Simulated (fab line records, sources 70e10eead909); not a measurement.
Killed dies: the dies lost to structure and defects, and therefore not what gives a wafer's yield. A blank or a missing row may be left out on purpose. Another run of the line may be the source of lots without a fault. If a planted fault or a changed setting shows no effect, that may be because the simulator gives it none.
Which tool was responsible?	flow nand_harc	72 wafers from 24 lots sampled at 3 of the route's 1302 steps

== WHAT THE GAUGES READ, wafer by wafer ==
NHARC_A_CONTACT_CD_MEAS_53.
lot	measured	on	cd_nm (nm)
L074	day 21 19:05	cd_sem-03	289.9 290.7 289.6
L075	day 22 09:03	cd_sem-01	288.6 288.1 288.9
L077	day 22 11:09	cd_sem-02	287.4 286.8 287.5
L078	day 22 20:56	cd_sem-03	290.4 290.4 290.5
L076	day 22 21:02	cd_sem-03	289.7 289.7 289.3
L079	day 24 08:35	cd_sem-03	289.6 288.7 289.0
L080	day 24 09:04	cd_sem-01	288.9 289.3 289.2
L082	day 24 18:32	cd_sem-03	288.1 288.2 288.7
L081	day 24 22:46	cd_sem-01	291.2 290.3 290.8
L085	day 26 06:40	cd_sem-03	289.7 290.1 290.1
L083	day 26 07:29	cd_sem-01	288.4 288.4 288.7
L086	day 26 12:04	cd_sem-03	289.6 289.5 290.0
L084	day 26 12:00	cd_sem-01	289.7 289.9 289.7
L087	day 27 09:02	cd_sem-01	290.1 290.0 290.0
L091	day 27 18:25	cd_sem-02	289.7 289.8 290.3
L088	day 27 19:37	cd_sem-03	289.4 289.7 288.8
L090	day 28 01:07	cd_sem-03	290.3 290.2 290.2
L089	day 28 08:11	cd_sem-02	290.4 289.6 289.9
L092	day 28 18:20	cd_sem-02	290.3 290.3 289.7
L093	day 29 22:00	cd_sem-02	289.7 289.7 290.4
L094	day 30 09:02	cd_sem-03	290.2 290.0 290.2
L096	day 30 11:01	cd_sem-03	289.5 289.5 289.2
L095	day 30 13:16	cd_sem-03	289.9 290.3 290.2
L097	day 30 18:46	cd_sem-03	287.3 288.3 287.7

== EACH LOT AND THE TOOL THAT RAN IT (in order: tool; ch and the chambers of the sampled wafers; start) ==
lot	NHARC_A_CONTACT_ETCH_111	NHARC_A_CONTACT_ETCH_120
L074	har_cap_etch-01 ch 0,1, day 21 15:50	har_cap_etch-01 ch 0,1, day 21 17:24
L075	har_cap_etch-03 ch 0,1, day 22 05:46	har_cap_etch-03 ch 0,1, day 22 07:20
L077	har_cap_etch-02 ch 0,1, day 22 07:53	har_cap_etch-02 ch 0,1, day 22 09:27
L078	har_cap_etch-02 ch 0,1, day 22 17:40	har_cap_etch-02 ch 0,1, day 22 19:14
L076	har_cap_etch-01 ch 0,1, day 22 17:48	har_cap_etch-01 ch 0,1, day 22 19:22
L079	har_cap_etch-02 ch 0,1, day 24 05:22	har_cap_etch-02 ch 0,1, day 24 06:56
L080	har_cap_etch-01 ch 0,1, day 24 05:45	har_cap_etch-01 ch 0,1, day 24 07:19
L082	har_cap_etch-03 ch 0,1, day 24 15:15	har_cap_etch-03 ch 0,1, day 24 16:49
L081	har_cap_etch-02 ch 0,1, day 24 19:33	har_cap_etch-02 ch 0,1, day 24 21:07
L085	har_cap_etch-02 ch 0,1, day 26 03:28	har_cap_etch-02 ch 0,1, day 26 05:02
L083	har_cap_etch-01 ch 0,1, day 26 04:13	har_cap_etch-01 ch 0,1, day 26 05:47
L086	har_cap_etch-02 ch 0,1, day 26 08:46	har_cap_etch-02 ch 0,1, day 26 10:21
L084	har_cap_etch-03 ch 0,1, day 26 08:48	har_cap_etch-03 ch 0,1, day 26 10:21
L087	har_cap_etch-03 ch 0,1, day 27 05:46	har_cap_etch-03 ch 0,1, day 27 07:19
L091	har_cap_etch-01 ch 0,1, day 27 15:02	har_cap_etch-01 ch 0,1, day 27 16:37
L088	har_cap_etch-03 ch 0,1, day 27 15:57	har_cap_etch-03 ch 0,1, day 27 17:31
L090	har_cap_etch-02 ch 0,1, day 27 21:50	har_cap_etch-02 ch 0,1, day 27 23:23
L089	har_cap_etch-02 ch 0,1, day 28 04:41	har_cap_etch-02 ch 0,1, day 28 06:14
L092	har_cap_etch-01 ch 0,1, day 28 15:08	har_cap_etch-01 ch 0,1, day 28 16:41
L093	har_cap_etch-01 ch 0,1, day 29 18:44	har_cap_etch-01 ch 0,1, day 29 20:18
L094	har_cap_etch-03 ch 0,1, day 30 05:41	har_cap_etch-03 ch 0,1, day 30 07:16
L096	har_cap_etch-01 ch 0,1, day 30 07:46	har_cap_etch-01 ch 0,1, day 30 09:20
L095	har_cap_etch-02 ch 0,1, day 30 10:05	har_cap_etch-02 ch 0,1, day 30 11:38
L097	har_cap_etch-03 ch 1, day 30 15:32	har_cap_etch-03 ch 1, day 30 17:05
- NHARC_A_CONTACT_ETCH_111: etches the open film in C4F8/O2/Ar, time 140 s, target depth 700 nm.
- NHARC_A_CONTACT_ETCH_120: etches the open film in C4F8/O2/Ar, time 190 s, target depth 1850 nm.

== WHAT THE TOOLS THEMSELVES READ (means of the sampled wafers that have a number; where no wafer has one, the mark that the record gives instead) ==
The record holds no such reading with a usual standard deviation.

== THE ANSWER, worked out from the rows above alone ==
Rule: the lots themselves supply what counts as usual. Put in order of their means at a reading, lots are off if they are a third of the lots or fewer, leave a main group of 4 or more, and stand apart from it by a gap of 3 or more times the standard deviation of the main group's means; of several such gaps the widest counts. A main group whose means are all the same, to the digits that the tables above print for the reading, isn't used. A lot without any number at a reading at which 4 lots or more have one is off too. The other lots that the step has rows for count as sound. Order of review: gauges by route order, followed by the tools' own readings, for which a lot's mean as printed above is used. The first step at which some lot is off is used, and at that step the reading that is off furthest; a lot without a number counts as furthest.
Nothing can be told from this: no lot is off at any reading shown.

== WHAT WAS PUT IN BY THE SIMULATOR ==
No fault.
